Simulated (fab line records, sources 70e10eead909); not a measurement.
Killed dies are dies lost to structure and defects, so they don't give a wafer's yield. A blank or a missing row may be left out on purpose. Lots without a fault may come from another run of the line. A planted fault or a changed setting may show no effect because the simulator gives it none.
fab line records | flow nand_harc
record lots=23 wafers=69 last_day=33
route steps=1302 shown A_STAIRCASE@819 A_SGD_CUT@905
lots that met no fault: from a run of the same line without faults
start_h: hours from the record's first day to the start of the lot's first wafer shown | wait_h: hours since the lot's step before | " the same as in the row above | L1.1+2: a row that stands for several wafers | - no value, or no start given | * or withheld: withheld | < > ~ a bound
route shown NAME@n: a module of which the file shows steps, and the number in the route of the first | usual: mean/standard deviation of fault-free wafers | same: alike in all rows | chamber/n: place in a boat | sites: the reading at each site | _std_site: their standard deviation | _edge_site: outer sites' mean less inner sites' | radius_mm: how far each site lies from the wafer's centre | mask NAME#n: copy n | behind: the tool/chamber that last shaped the wafer | hold: why the lot was held/for how many hours/how that ended | device: the transistor (n, p or np) that didn't switch | end of line: the same wafers' tests at the end of the route | a step without rows: its recipe alone | killed: dies lost to structure and defects at the first sort, not the wafer's yield | map: a wafer's dies, x killed, . not, _ none there
set.NAME: the setting as run; set.NAME@STEP: as run at that earlier step | model.NAME: the simulator's own value behind a step, which no gauge read
steps of the route over a sample of lots; a table a step, a row a wafer
services: from which hour (start_h, from the record's first day; less than 0 if before it) a tool's chamber was out of use, for how many hours, and why
## steps
# step NHARC_A_STAIRCASE_DEP_301
# recipe target_thk_a=300 target_thk_nm=30 temp_c=400 pressure_torr=3.5 flow_sccm=200 rf_w=350 material=SiON
# usual chamber_pressure_Torr=3.501/0.0081 heater_power_w=684/92
# columns lot.wafer tool chamber start_h wait_h chamber_pressure_Torr heater_power_w
L075.3 pecvd-02 0 383.83 0.9 3.503 666
L075.2 " 2 " " 3.506 556
L075.4 " 1 " " 3.500 751
L074.1 pecvd-01 2 387.64 1.6 3.488 653
L074.2 " 0 " " 3.511 669
L074.6 " 1 " " 3.492 757
L077.2 pecvd-01 0 406.50 1.3 3.503 652
L077.6 " 1 " " 3.496 776
L077.4 " 2 " " 3.513 648
L079.2 pecvd-02 0 423.16 1.2 3.515 707
L079.1 " 2 " " 3.489 519
L079.5 " 1 " " 3.493 676
L078.3 pecvd-02 1 427.56 1.0 3.500 683
L078.2 " 2 " " 3.488 517
L078.6 " 0 " " 3.490 766
L080.3 pecvd-04 0 441.14 1.0 3.509 914
L080.5 " 2 " " 3.516 652
L080.6 " 0 " " 3.505 893
L081.3 pecvd-04 0 442.81 0.9 3.490 808
L081.1 " 1 " " 3.504 602
L081.6 " 2 " " 3.501 693
L082.3 pecvd-01 0 477.44 1.0 3.495 666
L082.1 " 2 " " 3.508 552
L082.5 " 1 " " 3.494 675
L083.1 pecvd-04 1 479.68 1.6 3.495 619
L083.2 " 0 " " 3.508 786
L083.5 " 1 " " 3.501 625
L085.3 pecvd-01 0 484.79 1.0 3.497 632
L085.5 " 1 " " 3.505 803
L085.6 " 0 " " 3.500 637
L084.3 pecvd-02 1 484.99 0.9 3.492 618
L084.6 " 1 " " 3.496 613
L084.5 " 2 " " 3.514 540
L086.3 pecvd-04 1 513.23 0.9 3.499 637
L086.2 " 2 " " 3.499 576
L086.6 " 1 " " 3.496 642
L087.1 pecvd-01 1 523.65 1.6 3.504 827
L087.5 " 2 " " 3.508 585
L087.6 " 0 " " 3.479 664
L089.1 pecvd-02 1 525.03 1.6 3.508 664
L089.3 " 2 " " 3.499 568
L089.4 " 2 " " 3.504 576
L088.6 pecvd-01 2 529.53 0.1 3.482 598
L088.5 " 0 " " 3.501 715
L088.4 " 1 " " 3.509 785
L090.3 pecvd-02 0 535.45 1.0 3.515 772
L090.2 " 2 " " 3.495 551
L090.6 " 0 " " 3.506 774
L091.2 pecvd-01 0 559.60 1.2 3.495 740
L091.3 " 1 " " 3.507 786
L091.6 " 0 " " 3.491 728
L092.1 pecvd-04 2 568.39 1.5 3.498 680
L092.5 " 2 " " 3.505 670
L092.6 " 1 " " 3.503 655
L093.2 pecvd-04 2 570.36 1.3 3.493 584
L093.3 " 0 " " 3.510 724
L093.5 " 2 " " 3.515 604
L094.1 pecvd-04 0 577.27 1.6 3.519 802
L094.3 " 1 " " 3.495 558
L094.6 " 1 " " 3.495 545
L095.1 pecvd-01 2 599.93 1.6 3.510 646
L095.5 " 0 " " 3.513 692
L095.4 " 1 " " 3.497 805
L096.3 pecvd-04 0 607.62 0.9 3.498 861
L096.1 " 1 " " 3.504 592
L096.4 " 2 " " 3.501 634
L097.2 pecvd-01 2 613.43 1.3 3.507 675
L097.5 " 0 " " 3.510 743
L097.4 " 2 " " 3.519 683
# step NHARC_A_STAIRCASE_HM_OPEN_463
# recipe o2_flow_sccm=400 cos_flow_sccm=20 ar_flow_sccm=0 rf_w=500 bias_w=300 chemistry=O2/COS
# usual drypump_motor_current_A=5.7/0.55 oes_product_au=1.000/0.0099 rf_vpp_V=467/3.2 showerhead_plenum_p_Torr=3.11/0.15 throttle_valve_pct=28.330/0.009
# columns lot.wafer tool chamber start_h wait_h drypump_motor_current_A oes_product_au rf_hours_counter_h rf_vpp_V showerhead_plenum_p_Torr throttle_valve_pct
L075.2 rie_diel-11 1 - - 6.3 0.997 40 466 3.09 28.332
L075.4 " 2 " " 5.3 1.028 41 466 3.02 28.329
L075.3 " 3 " " 6.2 1.005 38 472 3.35 28.337
L074.2 rie_diel-11 3 - - 6.2 0.990 39 472 3.35 28.315
L074.1 " 1 " " 6.3 0.996 41 466 3.09 28.324
L074.6 " 3 " " 6.2 0.996 - 472 3.35 28.317
L077.2 rie_diel-11 3 - - 6.2 0.990 50 471 3.35 28.317
L077.4 " 2 " " 5.3 1.024 - 465 3.02 28.332
L077.6 " 3 " " 6.2 0.996 - 471 3.35 28.330
L079.1 rie_diel-03 1 - - 4.7 0.997 35 461 2.91 28.327
L079.2 " 0 " " 5.4 1.014 35 465 3.00 28.343
L079.5 " 1 " " 4.7 1.006 - 464 2.91 28.331
L078.3 rie_diel-03 3 - - 5.9 1.010 22 469 3.18 28.329
L078.2 " 0 " " 5.5 1.002 36 464 3.00 28.328
L078.6 " 3 " " 5.9 1.003 - 470 3.18 28.324
L080.3 rie_diel-13 2 - - 5.6 1.000 42 464 3.00 28.329
L080.6 " 3 " " 5.3 1.014 - 472 3.35 28.336
L080.5 " 0 " " 6.5 1.014 - 465 3.05 28.322
L081.3 rie_diel-13 2 - - 5.6 1.001 42 463 3.00 28.328
L081.1 " 3 " " 5.3 1.004 41 471 3.35 28.335
L081.6 " 3 " " 5.2 1.005 - 472 3.35 28.325
L082.3 rie_diel-11 3 - - 6.2 0.983 13 471 3.34 28.330
L082.1 " 1 " " 6.3 1.001 13 466 3.08 28.339
L082.5 " 1 " " 6.3 1.000 - 466 3.08 28.335
L083.1 rie_diel-13 1 - - 4.8 0.987 53 464 3.02 28.335
L083.2 " 2 " " 5.7 1.000 55 464 2.99 28.340
L083.5 " 1 " " 4.8 0.997 - 465 3.02 28.308
L085.3 rie_diel-11 0 - - 6.0 1.004 14 471 3.31 28.340
L085.5 " 3 " " 6.2 0.985 - 471 3.34 28.330
L085.6 " 1 " " 6.3 0.997 - 466 3.08 28.317
L084.3 rie_diel-11 0 - - 6.0 0.998 14 470 3.31 28.322
L084.5 " 0 " " 6.0 1.002 - 471 3.31 28.333
L084.6 " 1 " " 6.3 0.991 - 467 3.08 28.326
L086.3 rie_diel-03 0 - - 5.4 0.994 18 464 2.98 28.331
L086.2 " 3 " " 5.9 1.004 18 468 3.17 28.338
L086.6 " 1 " " 4.7 0.996 - 462 2.89 28.338
L087.1 rie_diel-03 2 - - 5.8 0.997 5 467 3.14 28.318
L087.5 " 3 " " 5.9 1.006 - 469 3.17 28.321
L087.6 " 0 " " 5.4 1.001 - 466 2.98 28.315
L089.1 rie_diel-03 2 - - 5.9 1.006 5 469 3.14 28.329
L089.3 " 3 " " 5.9 1.022 20 468 3.17 28.327
L089.4 " 0 " " 5.5 0.995 20 464 2.98 28.341
L088.4 rie_diel-11 0 - - 6.0 0.998 31 470 3.30 28.337
L088.6 " 2 " " 5.3 0.998 - 464 3.00 28.332
L088.5 " 3 " " 6.2 0.989 - 472 3.33 28.333
L090.2 rie_diel-03 3 - - 5.8 1.007 27 469 3.17 28.324
L090.3 " 2 " " 5.9 0.999 12 468 3.14 28.318
L090.6 " 0 " " 5.5 0.999 - 464 2.98 28.333
L091.3 rie_diel-03 3 - - 5.8 1.003 31 469 3.17 28.342
L091.2 " 0 " " 5.4 1.005 32 464 2.98 28.322
L091.6 " 1 " " 4.7 1.002 - 461 2.89 28.339
L092.1 rie_diel-13 2 - - 5.6 0.999 12 463 2.98 28.318
L092.5 " 0 " " 6.5 0.998 - 465 3.03 28.338
L092.6 " 1 " " 4.8 0.987 - 465 3.01 28.342
L093.2 rie_diel-11 0 - - 6.0 0.994 45 469 3.29 28.334
L093.3 " 1 " " 6.3 0.984 42 466 3.07 28.343
L093.5 " 0 " " 6.0 1.003 - 471 3.29 28.328
L094.1 rie_diel-13 2 - - 5.6 0.993 17 465 2.98 28.322
L094.3 " 1 " " 4.8 0.997 15 465 3.01 28.332
L094.6 " 1 " " 4.8 0.996 - 465 3.01 28.324
L095.1 rie_diel-03 0 - - 5.5 0.994 41 464 2.97 28.332
L095.4 " 1 " " 4.7 0.990 41 462 2.88 28.322
L095.5 " 0 " " 5.4 0.993 - 464 2.97 28.334
L096.1 rie_diel-11 2 - - 5.3 1.008 55 465 2.99 28.314
L096.3 " 3 " " 6.2 1.002 57 470 3.31 28.340
L096.4 " 0 " " 6.0 1.015 56 471 3.29 28.326
L097.4 rie_diel-13 2 - - 5.6 1.005 30 464 2.97 28.326
L097.2 " 0 " " 6.5 1.006 27 465 3.02 28.335
L097.5 " 2 " " 5.6 1.004 - 465 2.97 28.318
# step NHARC_A_STAIRCASE_ETCH_453
# recipe target_depth_a=300 overetch_a=30 time_s=16.5 ion_energy_ev=100 cf4_flow_sccm=80 o2_flow_sccm=20 ar_flow_sccm=0 rf_w=300 bias_w=100 chemistry=CF4/O2
# usual drypump_motor_current_A=5.6/0.54 oes_product_au=1.000/0.011 rf_vpp_V=197.7/1.6 showerhead_plenum_p_Torr=1.33/0.066 throttle_valve_pct=13.397/0.0096
# columns lot.wafer tool chamber start_h wait_h drypump_motor_current_A oes_product_au rf_hours_counter_h rf_vpp_V showerhead_plenum_p_Torr throttle_valve_pct
L075.3 rie_diel-11 3 - - 6.2 0.999 38 200.6 1.44 13.394
L075.4 " 0 " " 6.0 1.008 38 197.7 1.42 13.407
L075.2 " 1 " " 6.3 1.004 40 196.8 1.32 13.396
L074.2 rie_diel-11 1 - - 6.3 1.001 41 197.6 1.32 13.397
L074.1 " 3 " " 6.2 0.993 39 199.8 1.44 13.391
L074.6 " 3 " " 6.2 0.996 - 199.6 1.44 13.392
L077.2 rie_diel-11 2 - - 5.3 1.014 52 196.9 1.29 13.410
L077.4 " 3 " " 6.2 0.994 - 199.6 1.43 13.393
L077.6 " 0 " " 6.0 1.009 - 199.7 1.42 13.408
L079.2 rie_diel-03 0 - - 5.4 1.009 35 197.0 1.28 13.372
L079.1 " 1 " " 4.7 1.006 35 195.7 1.24 13.408
L079.5 " 1 " " 4.7 1.001 - 195.7 1.24 13.409
L078.2 rie_diel-03 3 - - 5.8 1.011 22 199.2 1.36 13.385
L078.3 " 0 " " 5.4 1.012 36 195.0 1.28 13.391
L078.6 " 3 " " 5.8 1.004 - 199.1 1.36 13.414
L080.3 rie_diel-13 2 - - 5.6 0.999 42 196.2 1.28 13.388
L080.6 " 2 " " 5.6 0.999 - 197.4 1.28 13.399
L080.5 " 3 " " 5.2 0.999 - 198.9 1.44 13.384
L081.3 rie_diel-13 1 - - 4.8 0.984 42 197.1 1.29 13.409
L081.1 " 3 " " 5.2 0.994 41 201.0 1.44 13.408
L081.6 " 2 " " 5.6 1.004 - 196.2 1.28 13.392
L082.3 rie_diel-11 3 - - 6.2 0.986 13 199.1 1.43 13.401
L082.1 " 1 " " 6.3 0.993 13 196.0 1.32 13.388
L082.5 " 1 " " 6.3 0.997 - 197.5 1.32 13.407
L083.1 rie_diel-13 1 - - 4.8 0.990 54 197.1 1.29 13.393
L083.2 " 2 " " 5.6 0.987 55 197.4 1.28 13.406
L083.5 " 1 " " 4.7 0.983 - 197.7 1.29 13.399
L085.3 rie_diel-11 1 - - 6.3 0.993 14 196.8 1.32 13.392
L085.6 " 1 " " 6.3 0.994 - 197.8 1.32 13.400
L085.5 " 2 " " 5.3 1.011 - 197.3 1.28 13.394
L084.3 rie_diel-11 0 - - 6.0 1.009 14 199.4 1.42 13.392
L084.5 " 3 " " 6.2 0.987 - 201.0 1.43 13.391
L084.6 " 0 " " 6.0 1.004 - 199.2 1.42 13.394
L086.2 rie_diel-03 3 - - 5.8 1.008 18 198.6 1.36 13.383
L086.3 " 0 " " 5.4 1.002 18 195.5 1.27 13.393
L086.6 " 2 " " 5.8 1.005 - 199.2 1.34 13.400
L087.1 rie_diel-03 2 - - 5.8 0.998 5 197.7 1.35 13.417
L087.5 " 0 " " 5.4 0.997 - 197.4 1.27 13.384
L087.6 " 1 " " 4.7 0.994 - 195.3 1.23 13.394
L089.3 rie_diel-03 2 - - 5.8 0.993 5 198.5 1.34 13.401
L089.4 " 3 " " 5.8 1.006 20 197.7 1.36 13.398
L089.1 " 0 " " 5.4 1.012 21 196.4 1.27 13.392
L088.4 rie_diel-11 3 - - 6.2 0.974 32 201.0 1.43 13.411
L088.6 " 3 " " 6.2 0.979 - 198.6 1.43 13.392
L088.5 " 0 " " 6.0 0.988 - 198.6 1.41 13.386
L090.2 rie_diel-03 0 - - 5.4 1.011 28 196.2 1.27 13.400
L090.3 " 2 " " 5.8 0.995 12 197.5 1.34 13.379
L090.6 " 3 " " 5.9 1.021 - 198.8 1.36 13.387
L091.3 rie_diel-03 3 - - 5.9 1.012 31 197.7 1.35 13.413
L091.2 " 0 " " 5.4 0.992 32 196.2 1.27 13.408
L091.6 " 1 " " 4.7 1.007 - 195.2 1.23 13.378
L092.1 rie_diel-13 1 - - 4.8 0.987 14 195.7 1.29 13.411
L092.5 " 0 " " 6.5 1.001 - 198.9 1.29 13.403
L092.6 " 1 " " 4.8 0.996 - 196.6 1.29 13.407
L093.3 rie_diel-11 2 - - 5.3 1.015 42 196.2 1.28 13.395
L093.2 " 0 " " 6.0 1.000 45 199.7 1.41 13.387
L093.5 " 3 " " 6.2 0.998 - 200.4 1.42 13.411
L094.1 rie_diel-13 1 - - 4.8 0.988 15 196.5 1.29 13.409
L094.3 " 2 " " 5.6 0.993 17 197.1 1.27 13.388
L094.6 " 3 " " 5.3 0.988 - 199.8 1.43 13.398
L095.4 rie_diel-03 3 - - 5.9 1.006 39 197.9 1.35 13.411
L095.1 " 1 " " 4.7 0.995 41 195.5 1.23 13.384
L095.5 " 0 " " 5.4 0.993 - 196.7 1.27 13.390
L096.1 rie_diel-11 3 - - 6.2 1.006 57 199.6 1.42 13.399
L096.4 " 0 " " 6.0 1.016 56 199.2 1.41 13.391
L096.3 " 1 " " 6.3 0.991 56 197.0 1.31 13.400
L097.4 rie_diel-13 3 - - 5.2 1.006 37 198.8 1.42 13.397
L097.2 " 0 " " 6.5 0.995 29 196.4 1.29 13.394
L097.5 " 2 " " 5.6 0.999 - 197.0 1.27 13.410
# step NHARC_A_STAIRCASE_STRIP_316
# recipe o2_flow_sccm=500 ar_flow_sccm=0 bias_w=0 chemistry=O2
# usual drypump_motor_current_A=5.7/0.54 oes_product_au=1.000/0.012 rf_vpp_V=57.7/0.95 showerhead_plenum_p_Torr=3.53/0.17 throttle_valve_pct=17.037/0.0089
# columns lot.wafer tool chamber start_h wait_h drypump_motor_current_A oes_product_au rf_hours_counter_h rf_vpp_V showerhead_plenum_p_Torr throttle_valve_pct
L075.4 rie_diel-11 3 - - 6.2 1.000 39 58.6 3.79 17.021
L075.3 " 0 " " 6.0 1.020 38 57.3 3.75 17.041
L075.2 " 2 " " 5.3 1.024 41 58.7 3.42 17.032
L074.1 rie_diel-11 2 - - 5.3 1.026 42 58.1 3.42 17.027
L074.2 " 3 " " 6.2 0.997 40 58.8 3.78 17.029
L074.6 " 2 " " 5.3 1.022 - 57.0 3.42 17.025
L077.2 rie_diel-11 2 - - 5.3 1.006 53 57.3 3.41 17.045
L077.6 " 3 " " 6.2 0.993 - 59.3 3.78 17.038
L077.4 " 0 " " 6.0 1.012 - 58.0 3.75 17.038
L079.1 rie_diel-03 1 - - 4.7 0.996 36 58.3 3.29 17.029
L079.2 " 0 " " 5.5 1.005 35 56.6 3.39 17.034
L079.5 " 1 " " 4.7 1.001 - 58.1 3.29 17.044
L078.3 rie_diel-03 1 - - 4.7 0.998 36 57.1 3.29 17.045
L078.2 " 3 " " 5.9 1.012 22 57.9 3.60 17.049
L078.6 " 3 " " 5.9 1.020 - 57.6 3.60 17.036
L080.3 rie_diel-13 3 - - 5.3 1.011 41 59.5 3.78 17.045
L080.6 " 0 " " 6.5 1.009 - 57.4 3.45 17.023
L080.5 " 1 " " 4.8 0.989 - 56.8 3.42 17.033
L081.3 rie_diel-13 3 - - 5.2 1.015 41 58.5 3.78 17.033
L081.1 " 2 " " 5.6 1.007 43 58.5 3.39 17.035
L081.6 " 0 " " 6.5 1.020 - 56.5 3.45 17.030
L082.3 rie_diel-11 1 - - 6.3 0.996 13 58.3 3.48 17.045
L082.1 " 2 " " 5.3 1.009 13 57.8 3.40 17.035
L082.5 " 3 " " 6.2 0.975 - 59.9 3.77 17.044
L083.2 rie_diel-13 3 - - 5.3 0.988 54 58.3 3.78 17.021
L083.1 " 1 " " 4.8 0.978 54 57.4 3.42 17.031
L083.5 " 2 " " 5.6 0.996 - 57.3 3.38 17.037
L085.3 rie_diel-11 0 - - 6.0 0.999 14 57.1 3.74 17.026
L085.5 " 3 " " 6.3 0.988 - 58.7 3.77 17.042
L085.6 " 0 " " 6.0 1.005 - 58.8 3.74 17.028
L084.3 rie_diel-11 0 - - 6.0 0.999 14 58.4 3.74 17.035
L084.5 " 2 " " 5.3 0.996 - 57.7 3.40 17.050
L084.6 " 3 " " 6.2 0.974 - 57.7 3.77 17.025
L086.2 rie_diel-03 2 - - 5.9 0.988 3 55.7 3.55 17.039
L086.3 " 0 " " 5.5 0.997 18 58.0 3.37 17.033
L086.6 " 2 " " 5.8 0.984 - 59.3 3.55 17.043
L087.1 rie_diel-03 0 - - 5.5 1.006 20 58.5 3.37 17.030
L087.5 " 1 " " 4.7 0.995 - 56.9 3.27 17.043
L087.6 " 2 " " 5.8 0.999 - 57.7 3.55 17.032
L089.1 rie_diel-03 2 - - 5.8 0.987 5 57.4 3.55 17.044
L089.4 " 3 " " 5.8 1.012 20 57.4 3.58 17.034
L089.3 " 0 " " 5.4 1.009 21 58.9 3.37 17.045
L088.4 rie_diel-11 2 - - 5.3 1.007 29 58.6 3.39 17.039
L088.6 " 3 " " 6.2 0.978 - 56.5 3.76 17.038
L088.5 " 0 " " 6.0 0.999 - 58.2 3.73 17.039
L090.3 rie_diel-03 0 - - 5.4 0.993 28 58.0 3.37 17.028
L090.2 " 1 " " 4.7 0.993 28 56.7 3.27 17.043
L090.6 " 1 " " 4.7 0.984 - 57.4 3.27 17.041
L091.3 rie_diel-03 3 - - 5.9 1.020 32 57.4 3.58 17.048
L091.2 " 0 " " 5.4 0.995 32 56.8 3.37 17.040
L091.6 " 1 " " 4.7 1.005 - 56.8 3.27 17.037
L092.1 rie_diel-13 3 - - 5.3 0.997 19 57.7 3.76 17.040
L092.6 " 2 " " 5.6 0.991 - 57.0 3.37 17.042
L092.5 " 3 " " 5.3 0.984 - 59.8 3.76 17.040
L093.2 rie_diel-11 3 - - 6.2 0.981 47 55.6 3.75 17.045
L093.3 " 0 " " 6.0 0.998 46 57.5 3.72 17.038
L093.5 " 3 " " 6.3 0.991 - 56.7 3.75 17.048
L094.1 rie_diel-13 1 - - 4.8 0.996 16 57.2 3.40 17.027
L094.3 " 2 " " 5.6 1.003 18 57.4 3.37 17.046
L094.6 " 3 " " 5.3 0.986 - 59.1 3.76 17.039
L095.4 rie_diel-03 3 - - 5.9 0.990 40 58.8 3.57 17.056
L095.1 " 1 " " 4.7 0.996 42 56.7 3.26 17.038
L095.5 " 2 " " 5.8 0.980 - 57.7 3.54 17.043
L096.4 rie_diel-11 0 - - 6.0 1.002 57 56.7 3.71 17.037
L096.3 " 2 " " 5.3 1.006 55 57.2 3.38 17.038
L096.1 " 3 " " 6.2 0.996 58 57.9 3.74 17.028
L097.4 rie_diel-13 2 - - 5.6 0.995 34 58.0 3.36 17.023
L097.2 " 0 " " 6.5 0.996 29 58.6 3.42 17.046
L097.5 " 2 " " 5.6 1.003 - 57.1 3.36 17.043
# step NHARC_A_SGD_CUT_ETCH_58
# recipe target_depth_a=390 over_etch_frac=0.3 time_s=65 ion_energy_ev=80 cf4_flow_sccm=150 ar_flow_sccm=0 rf_w=300 bias_w=100 chemistry=CF4
# usual drypump_motor_current_A=5.8/0.51 oes_product_au=0.995/0.01 rf_vpp_V=151.4/1.2 showerhead_plenum_p_Torr=1.78/0.074 throttle_valve_pct=13.284/0.0092
# columns lot.wafer tool chamber start_h wait_h drypump_motor_current_A oes_product_au rf_hours_counter_h rf_vpp_V showerhead_plenum_p_Torr throttle_valve_pct
L075.2 rie_diel-06 3 442.37 0.1 5.8 0.999 10 152.4 1.89 13.277
L075.3 " 0 " " 5.9 0.985 8 151.7 1.89 13.284
L075.4 " 2 " " 5.7 0.988 8 149.8 1.79 13.271
L074.1 rie_diel-01 0 446.87 0.1 5.5 0.997 2 150.5 1.68 13.284
L074.2 " 3 " " 6.4 1.035 3 152.0 1.84 13.270
L074.6 " 1 " " 6.5 1.009 - 152.4 1.81 13.302
L077.4 rie_diel-01 1 452.86 0.1 6.5 0.992 3 151.4 1.81 13.283
L077.2 " 3 " " 6.4 1.010 4 151.4 1.84 13.279
L077.6 " 1 " " 6.5 1.001 - 152.4 1.81 13.274
L078.3 rie_diel-01 3 477.51 0.1 6.4 1.010 5 152.4 1.84 13.298
L078.2 " 0 " " 5.5 0.982 4 149.6 1.68 13.290
L078.6 " 2 " " 5.4 0.992 - 151.7 1.75 13.278
L079.2 rie_diel-06 1 478.25 0.1 4.9 0.989 11 150.1 1.69 13.306
L079.1 " 0 " " 6.0 0.987 10 152.8 1.88 13.281
L079.5 " 1 " " 4.9 0.989 - 148.7 1.69 13.279
L081.1 rie_diel-06 3 493.67 0.1 5.8 0.982 0 153.1 1.89 13.293
L081.3 " 0 " " 5.9 0.990 0 152.7 1.89 13.291
L081.6 " 3 " " 5.8 0.989 - 154.1 1.89 13.278
L080.3 rie_diel-07 0 494.92 0.1 5.4 1.005 1 149.3 1.67 13.295
L080.5 " 0 " " 5.4 1.005 - 149.8 1.67 13.282
L080.6 " 1 " " 6.4 0.992 - 150.9 1.79 13.295
L082.3 rie_diel-01 3 528.02 0.1 6.4 1.017 7 151.9 1.84 13.278
L082.1 " 0 " " 5.5 0.998 6 150.0 1.68 13.288
L082.5 " 3 " " 6.4 1.021 - 151.4 1.84 13.278
L084.3 rie_diel-07 2 535.58 0.1 6.4 0.983 5 150.9 1.72 13.295
L084.6 " 2 " " 6.4 0.980 - 151.0 1.72 13.284
L084.5 " 3 " " 5.2 1.004 - 149.3 1.72 13.280
L083.2 rie_diel-06 0 535.86 0.1 6.0 1.000 2 152.9 1.88 13.286
L083.1 " 2 " " 5.7 0.991 2 151.1 1.79 13.262
L083.5 " 1 " " 4.9 1.008 - 150.5 1.69 13.288
L085.3 rie_diel-01 0 538.56 0.1 5.5 0.993 7 150.2 1.68 13.269
L085.6 " 1 " " 6.5 1.009 - 151.9 1.81 13.277
L085.5 " 2 " " 5.4 1.005 - 150.3 1.75 13.284
L086.3 rie_diel-07 0 567.51 0.1 5.4 1.006 6 150.1 1.67 13.270
L086.2 " 1 " " 6.3 1.002 7 151.7 1.79 13.287
L086.6 " 3 " " 5.2 1.002 - 152.5 1.72 13.278
L087.1 rie_diel-01 2 577.58 0.1 5.3 0.998 0 149.4 1.75 13.283
L087.5 " 3 " " 6.4 0.989 - 152.5 1.84 13.276
L087.6 " 0 " " 5.5 1.009 - 150.3 1.68 13.289
L089.4 rie_diel-06 2 577.89 0.1 5.7 0.995 5 150.7 1.79 13.282
L089.3 " 0 " " 6.0 0.996 5 151.8 1.88 13.293
L089.1 " 1 " " 4.9 1.005 5 150.7 1.69 13.291
L090.2 rie_diel-01 3 587.01 0.1 6.4 0.996 1 152.2 1.84 13.275
L090.3 " 0 " " 5.5 0.998 1 151.2 1.68 13.292
L090.6 " 2 " " 5.4 0.973 - 151.5 1.75 13.277
L088.4 rie_diel-06 2 587.29 0.1 5.7 0.977 6 151.5 1.79 13.265
L088.6 " 2 " " 5.7 0.973 - 149.5 1.79 13.291
L088.5 " 3 " " 5.8 0.989 - 153.4 1.89 13.290
L091.3 rie_diel-07 2 610.43 0.1 6.4 0.974 10 149.9 1.72 13.285
L091.2 " 0 " " 5.5 0.997 10 149.8 1.67 13.274
L091.6 " 2 " " 6.4 0.983 - 151.2 1.72 13.292
L093.3 rie_diel-06 2 622.78 0.1 5.7 0.992 9 152.0 1.79 13.271
L093.2 " 3 " " 5.8 0.981 9 152.3 1.89 13.267
L093.5 " 1 " " 4.9 0.999 - 151.9 1.69 13.288
L092.1 rie_diel-07 3 622.96 0.1 5.2 0.993 11 151.2 1.72 13.274
L092.6 " 0 " " 5.4 1.000 - 149.0 1.67 13.275
L092.5 " 1 " " 6.4 0.997 - 149.6 1.79 13.276
L094.3 rie_diel-06 3 625.84 0.1 5.8 0.985 9 152.7 1.89 13.276
L094.1 " 0 " " 6.0 1.009 9 153.4 1.88 13.284
L094.6 " 2 " " 5.7 0.995 - 151.7 1.79 13.282
L095.1 rie_diel-01 3 650.95 0.1 6.4 1.002 4 151.8 1.84 13.281
L095.4 " 1 " " 6.5 0.994 4 151.5 1.81 13.280
L095.5 " 3 " " 6.4 0.997 - 153.7 1.83 13.288
L096.3 rie_diel-01 1 656.94 0.1 6.5 1.000 4 151.6 1.81 13.289
L096.4 " 2 " " 5.4 0.989 5 151.5 1.75 13.293
L096.1 " 3 " " 6.4 1.003 4 152.3 1.83 13.291
L097.2 rie_diel-01 2 669.60 0.1 5.3 0.989 5 150.1 1.75 13.279
L097.4 " 0 " " 5.5 1.000 5 150.3 1.68 13.308
L097.5 " 2 " " 5.3 0.989 - 151.7 1.75 13.289
# step NHARC_A_SGD_CUT_INSPECT_25
# usual raw_defect_count=394/93
# columns lot.wafer tool chamber start_h wait_h raw_defect_count
L075.2 defect_inspect-02 - 448.97 - 439
L075.3 " - " " 312
L075.4 " - " " 285
L074.1 defect_inspect-02 - 453.38 - 365
L074.2 " - " " 433
L074.6 " - " " 399
L077.2 defect_inspect-01 - 459.19 - 409
L077.4 " - " " 377
L077.6 " - " " 387
L079.1 defect_inspect-02 - 484.05 - 341
L079.2 " - " " 427
L079.5 " - " " 418
L078.2 defect_inspect-01 - 484.06 - 348
L078.3 " - " " 330
L078.6 " - " " 382
L081.1 defect_inspect-02 - 500.07 - 417
L081.3 " - " " 425
L081.6 " - " " 442
L080.3 defect_inspect-01 - 500.07 - 326
L080.5 " - " " 400
L080.6 " - " " 290
L082.1 defect_inspect-02 - 534.44 - 369
L082.3 " - " " 443
L082.5 " - " " 341
L084.3 defect_inspect-01 - 542.39 - 361
L084.5 " - " " 303
L084.6 " - " " 320
L083.1 defect_inspect-02 - 542.41 - 356
L083.2 " - " " 376
L083.5 " - " " 244
L085.3 defect_inspect-01 - 542.45 - 326
L085.5 " - " " 403
L085.6 " - " " 354
L086.2 defect_inspect-01 - 574.39 - 355
L086.3 " - " " 348
L086.6 " - " " 296
L087.1 defect_inspect-01 - 584.59 - 446
L087.5 " - " " 635
L087.6 " - " " 335
L089.1 defect_inspect-01 - 584.73 - 404
L089.3 " - " " 370
L089.4 " - " " 397
L090.2 defect_inspect-02 - 593.53 - 617
L090.3 " - " " 541
L090.6 " - " " 573
L088.4 defect_inspect-01 - 593.54 - 363
L088.5 " - " " 480
L088.6 " - " " 429
L091.2 defect_inspect-01 - 617.17 - 382
L091.3 " - " " 483
L091.6 " - " " 516
L093.2 defect_inspect-02 - 629.32 - 453
L093.3 " - " " 319
L093.5 " - " " 292
L092.1 defect_inspect-01 - 629.37 - 322
L092.5 " - " " 352
L092.6 " - " " 389
L094.1 defect_inspect-01 - 629.41 - 292
L094.3 " - " " 380
L094.6 " - " " 255
L095.1 defect_inspect-01 - 657.31 - 683
L095.4 " - " " 804
L095.5 " - " " 497
L096.1 defect_inspect-02 - 666.48 - 457
L096.3 " - " " 390
L096.4 " - " " 386
L097.2 defect_inspect-01 - 678.06 - 397
L097.4 " - " " 412
L097.5 " - " " 400
## services
# columns tool chamber start_h hours kind
rie_diel-01 3 369.74 8.7 repair
rie_diel-01 - 380.80 9.0 pm
rie_diel-03 - 382.87 19.8 repair
rie_diel-01 3 401.47 10.7 repair
rie_diel-11 1 406.30 4.6 repair
rie_diel-03 - 407.22 0.5 repair
rie_diel-11 0 412.92 1.2 repair
rie_diel-13 0 414.23 11.1 repair
rie_diel-11 - 432.72 9.0 pm
rie_diel-03 - 458.48 9.0 pm
rie_diel-01 2 469.83 6.3 repair
rie_diel-11 0 477.13 5.4 repair
rie_diel-11 - 480.17 0.7 repair
rie_diel-11 2 485.48 1.2 repair
rie_diel-13 - 520.02 9.0 pm
rie_diel-11 0 544.89 2.9 repair
rie_diel-01 - 549.16 0.6 repair
rie_diel-01 2 554.53 4.5 repair
rie_diel-01 - 557.77 1.1 repair
rie_diel-03 - 565.19 7.5 repair
rie_diel-11 - 609.72 9.0 pm
rie_diel-03 - 635.48 9.0 pm
rie_diel-13 2 637.12 12.7 repair
rie_diel-11 1 656.74 4.0 repair
## key
fault none
